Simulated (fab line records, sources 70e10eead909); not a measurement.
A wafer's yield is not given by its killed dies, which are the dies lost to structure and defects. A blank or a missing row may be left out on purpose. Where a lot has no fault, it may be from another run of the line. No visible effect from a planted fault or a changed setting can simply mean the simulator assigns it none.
Which tool was responsible? + flow nand harc + 18 wafers from 6 lots sampled at 4 of the route's 1159 steps

== WHAT THE GAUGES SHOWED, per wafer ==
NHARC_THIN_TSV_CD_MEAS_37.
| lot  | measured     | on        | cd nm (nm)           |
|------|--------------|-----------|----------------------|
| L866 | day 19 12:45 | cd sem-03 | 5000.6 5000.9 5003.0 |
| L869 | day 20 22:50 | cd sem-03 | 4999.3 5002.5 5001.3 |
| L867 | day 21 04:48 | cd sem-01 | 4997.6 4996.2 5002.0 |
| L872 | day 21 20:36 | cd sem-03 | 5000.3 5004.3 4998.5 |
| L874 | day 22 00:05 | cd sem-01 | 4999.0 4995.1 5002.2 |
| L881 | day 24 11:05 | cd sem-01 | 5002.9 5003.5 5002.8 |

== WHAT TOOL EACH LOT RAN ON (gives the tool, then ch and the chambers of the sampled wafers, and finally the start) ==
| lot  | NHARC_A_CONTACT_ETCH_89            | NHARC_A_BONDPAD_DEP_00                     | NHARC_THIN_TSV_PVD_51                   |
|------|------------------------------------|--------------------------------------------|-----------------------------------------|
| L866 | rie diel-02 ch 0,1,3, day 17 15:25 | pecvd-02 ch 1,2, day 18 11:20              | pvd sputter-02, day 19 12:45 or earlier |
| L869 | rie diel-04 ch 2,3, day 18 19:42   | pecvd-02 ch 0,1, day 19 21:55              | pvd sputter-02, day 20 22:50 or earlier |
| L867 | rie diel-04 ch 0,1, day 19 02:14   | pecvd-02 ch 0,1, day 20 03:44              | pvd sputter-03, day 21 04:48 or earlier |
| L872 | rie diel-02 ch 0,1, day 19 20:51   | pecvd-02 ch 0,1,2, day 20 19:29            | pvd sputter-01, day 21 20:36 or earlier |
| L874 | rie diel-02 ch 2,3, day 20 02:41   | pecvd-01 ch 0,1, day 20 22:52              | pvd sputter-02, day 22 00:05 or earlier |
| L881 | rie diel-04 ch 0,1, day 22 14:15   | pecvd-04 ch 0,1,2, day 24 11:05 or earlier | pvd sputter-03, day 24 11:05 or earlier |
- NHARC_A_CONTACT_ETCH_89: etches the open film in N2/H2, target depth 260 nm, time 475.3 s.
- NHARC_A_BONDPAD_DEP_00: deposits SiCN, target thk 250 nm.
- NHARC_THIN_TSV_PVD_51: deposits Cu, target thk 100 nm.

== THE ANSWER, worked out from the rows above alone ==
Rule: what is usual is taken from the lots themselves. The widest of any qualifying gaps counts: lots, ordered by their means at a reading, are off when they make up no more than a third of the lots, leave a main group of 4 or more, and stand apart from it by 3 or more times the standard deviation of that group's means. Not used: any main group whose means are identical at the precision the tables above print for the reading. Also off: a lot with no number at a reading for which 4 or more lots have one. Any other lot the step has rows for is counted as sound.
No lot is off on any of the readings shown, so nothing can be concluded from this.

== WHAT THE SIMULATOR HAD INSERTED ==
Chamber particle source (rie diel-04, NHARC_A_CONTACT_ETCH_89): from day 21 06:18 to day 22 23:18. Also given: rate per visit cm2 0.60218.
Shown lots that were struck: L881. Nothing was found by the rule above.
